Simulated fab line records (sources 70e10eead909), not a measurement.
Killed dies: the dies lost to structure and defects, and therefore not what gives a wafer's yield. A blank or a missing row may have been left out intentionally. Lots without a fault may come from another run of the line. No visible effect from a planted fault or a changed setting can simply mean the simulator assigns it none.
Matching of chambers || flow nandHarc || 4 sister chambers for NHARC_P_M2_DESCUM_14 on rieDiel-02
The step chemistry O2, time 3 s. 8 wafers are shown with their chamber, then 7 later ones without.

EACH WAFER AND ITS CHAMBER
{"wafer": "L659.2", "chamber": 3, "drypumpMotorCurrentA (A)": 6.6, "rfVppV (V)": 57.5}
{"wafer": "L659.4", "chamber": 1, "drypumpMotorCurrentA (A)": 6.0, "rfVppV (V)": 59.0}
{"wafer": "L659.6", "chamber": 2, "drypumpMotorCurrentA (A)": 6.0, "rfVppV (V)": 57.8}
{"wafer": "L667.1", "chamber": 3, "drypumpMotorCurrentA (A)": 6.5, "rfVppV (V)": 57.9}
{"wafer": "L667.4", "chamber": 0, "drypumpMotorCurrentA (A)": 6.2, "rfVppV (V)": 58.2}
{"wafer": "L667.6", "chamber": 2, "drypumpMotorCurrentA (A)": 6.0, "rfVppV (V)": 58.3}
{"wafer": "L669.2", "chamber": 0, "drypumpMotorCurrentA (A)": 6.2, "rfVppV (V)": 57.2}
{"wafer": "L669.5", "chamber": 1, "drypumpMotorCurrentA (A)": 6.0, "rfVppV (V)": 57.3}

WAFERS WITHOUT THEIR CHAMBER
{"wafer": "L669.6", "drypumpMotorCurrentA (A)": 6.1, "rfVppV (V)": 56.9}
{"wafer": "L670.1", "drypumpMotorCurrentA (A)": 6.5, "rfVppV (V)": 55.8}
{"wafer": "L670.4", "drypumpMotorCurrentA (A)": 6.1, "rfVppV (V)": 58.2}
{"wafer": "L670.6", "drypumpMotorCurrentA (A)": 6.5, "rfVppV (V)": 57.4}
{"wafer": "L673.1", "drypumpMotorCurrentA (A)": 6.0, "rfVppV (V)": 58.0}
{"wafer": "L673.5", "drypumpMotorCurrentA (A)": 6.1, "rfVppV (V)": 57.6}
{"wafer": "L673.6", "drypumpMotorCurrentA (A)": 6.2, "rfVppV (V)": 57.4}

EACH ONE'S CHAMBER
{"wafer": "L669.6", "from the rows above": "can't be placed: 0 or 2 or 1", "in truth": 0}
{"wafer": "L670.1", "from the rows above": 3, "in truth": 3}
{"wafer": "L670.4", "from the rows above": "can't be placed: 1 or 2 or 0", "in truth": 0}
{"wafer": "L670.6", "from the rows above": 3, "in truth": 3}
{"wafer": "L673.1", "from the rows above": "can't be placed: 2 or 1", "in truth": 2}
{"wafer": "L673.5", "from the rows above": "can't be placed: 0 or 2 or 1", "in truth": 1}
{"wafer": "L673.6", "from the rows above": 0, "in truth": 0}
3 of 7 placed correctly. Can't be placed from these rows: 4 (the true chamber is among the candidates in 4). Placed wrongly: 0.
How it was worked out, from the rows above alone: a wafer's distance from a chamber is the root of the sum, over the readings, of the square of ((its reading less the chamber's mean) divided by the reading's scatter). The wafer belongs to the nearest chamber; if the next one is less than 2 further off, it can't be placed. For every chamber, the mean is computed from those of its wafers that are shown. The scatter: the root of (the sum of the squares of (reading less its chamber's mean) over the shown wafers, divided by (wafers less chambers)).
